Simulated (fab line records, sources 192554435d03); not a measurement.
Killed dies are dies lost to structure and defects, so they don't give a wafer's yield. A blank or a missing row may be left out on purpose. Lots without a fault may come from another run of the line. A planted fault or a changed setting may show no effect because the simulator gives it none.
Chamber matching | flow n5_finfet | N5_FIN_SAQP_HM_DEP_72 on pecvd-02: 3 sister chambers
The step deposits SiO2 from SiH4/N2O, target thk 12 nm, time 7.2 s. 6 wafers are shown with their chamber, then 7 later ones without.

WAFERS WITH THEIR CHAMBER
wafer  | chamber | showerhead_plenum_p_Torr (Torr) | heater_power_w (W)
L078.6 | 0       | 8.16                            | 783
L079.3 | 0       | 8.16                            | 781
L082.3 | 2       | 8.23                            | 764
L082.6 | 1       | 8.01                            | 794
L086.3 | 1       | 8.03                            | 859
L086.5 | 2       | 8.23                            | 685

WAFERS WITHOUT THEIR CHAMBER
wafer  | showerhead_plenum_p_Torr (Torr) | heater_power_w (W)
L086.6 | 8.14                            | 835
L090.2 | 8.03                            | 905
L090.3 | 8.22                            | 781
L090.6 | 8.17                            | 735
L093.1 | 8.21                            | 798
L093.3 | 8.15                            | 756
L093.6 | 8.02                            | 792

WHICH CHAMBER EACH WENT THROUGH
wafer  | from the rows above | in truth
L086.6 | 0                   | 0
L090.2 | 1                   | 1
L090.3 | 2                   | 2
L090.6 | 0                   | 0
L093.1 | 2                   | 2
L093.3 | 0                   | 0
L093.6 | 1                   | 1
Placed correctly: 7 of 7. Can't be placed from these rows: 0. Placed wrongly: 0.
How it was worked out, from the rows above alone: a wafer's distance from a chamber is the root of the sum, over the readings, of the square of ((its reading less the chamber's mean) divided by the reading's scatter). The wafer belongs to the nearest chamber; if the next one is less than 2 further off, it can't be placed. A chamber's mean is the mean of its shown wafers. The scatter: the root of (the sum of the squares of (reading less its chamber's mean) over the shown wafers, divided by (wafers less chambers)).
